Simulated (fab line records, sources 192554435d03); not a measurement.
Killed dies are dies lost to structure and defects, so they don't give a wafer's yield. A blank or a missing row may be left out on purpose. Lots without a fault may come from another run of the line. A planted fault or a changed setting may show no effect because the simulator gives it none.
One fault seen from 3 desks | flow n5_finfet | each desk has only its own numbers; what lay behind them comes last

THE METROLOGY DESK
What the gauges read, lot by lot, whatever tool the lot ran on: means of the sampled wafers that have a number. A lot is out of limits, marked OUT, if its mean lies more than 4 standard deviations from the usual mean; the brackets give that distance. Of its 10 readings 7 are shown: those that lie furthest out on some lot.
Columns: A = DIBL_N at N5_BEOL_M4_RC_MEAS_101, usual 35.8 mV/V; B = IOFF_P at N5_BEOL_M4_RC_MEAS_101, usual 0.21 nA/um; C = ION_P at N5_BEOL_M4_RC_MEAS_101, usual 461 uA/um; D = SS_N at N5_BEOL_M4_RC_MEAS_101, usual 71.4 mV/dec; E = SS_P at N5_BEOL_M4_RC_MEAS_101, usual 73.2 mV/dec; F = VT_N at N5_BEOL_M4_RC_MEAS_101, usual 250 mV; G = VT_P at N5_BEOL_M4_RC_MEAS_101, usual -251 mV
lot  | first seen here | A    | B    | C   | D    | E    | F   | G
L217 | day 7 22:05     | 34.6 | 0.19 | 460 | 71.2 | 73.1 | 253 | -252
L224 | day 10 02:50    | 38.1 | 0.25 | 461 | 72.3 | 74.2 | 247 | -247
L225 | day 10 06:07    | 36.8 | 0.22 | 461 | 71.8 | 74.0 | 249 | -252
L226 | day 10 22:55    | 35.1 | 0.17 | 453 | 71.6 | 72.9 | 252 | -253
L232 | day 12 09:22    | 34.6 | 0.14 | 446 | 70.7 | 72.8 | 255 | -259
L236 | day 12 23:47    | 34.1 | 0.16 | 457 | 70.7 | 73.1 | 254 | -254
This desk's finding: nothing out of limits on any of the 6 lots.

THE TOOL OWNER'S DESK: rie_si-01
The tool's own readings at N5_FIN_CUT_CUT_ETCH_28 (etches Si in HBr/Cl2/O2, target depth 6 nm, time 2.4 s): means of the sampled wafers that have a number, for each lot that ran on this tool. A lot is out of limits, marked OUT, if its mean lies more than 4 standard deviations from the usual mean; the brackets give that distance.
Columns: A = O2_flow_sccm at N5_FIN_CUT_CUT_ETCH_28, usual 12.00 sccm; B = drypump_motor_current_A at N5_FIN_CUT_CUT_ETCH_28, usual 5.5 A; C = oes_product_au at N5_FIN_CUT_CUT_ETCH_28, usual 1.005 a.u.; D = throttle_valve_pct at N5_FIN_CUT_CUT_ETCH_28, usual 37.3 %
lot  | first seen here | A     | B   | C     | D
L224 | day 4 11:09     | 12.01 | 5.8 | 0.998 | 37.3
L225 | day 4 19:01     | 11.98 | 5.5 | 0.992 | 37.5
L226 | day 5 01:02     | 12.00 | 5.7 | 1.016 | 37.5
L232 | day 6 10:22     | 11.97 | 5.2 | 1.000 | 37.4
This desk's finding: nothing out of limits on any of the 4 lots.

THE DEFECT DESK
What the inspections along the route counted, lot by lot: means of the sampled wafers that have a number. A lot is out of limits, marked OUT, if its mean lies more than 4 standard deviations from the usual mean; the brackets give that distance.
Columns: A = raw_defect_count at N5_FIN_CUT_INSPECT_10, usual 38
lot  | first seen here | A
L217 | day 2 14:33     | 29
L224 | day 4 10:26     | 29
L225 | day 4 18:17     | 43
L226 | day 5 00:17     | 34
L232 | day 6 09:33     | 51
L236 | day 7 09:18     | 34
This desk's finding: nothing out of limits on any of the 6 lots.

PUT TOGETHER
The metrology desk saw nothing out of limits.
The tool owner's desk saw nothing out of limits.
The defect desk saw nothing out of limits.

WHAT THE SIMULATOR HAD PUT IN
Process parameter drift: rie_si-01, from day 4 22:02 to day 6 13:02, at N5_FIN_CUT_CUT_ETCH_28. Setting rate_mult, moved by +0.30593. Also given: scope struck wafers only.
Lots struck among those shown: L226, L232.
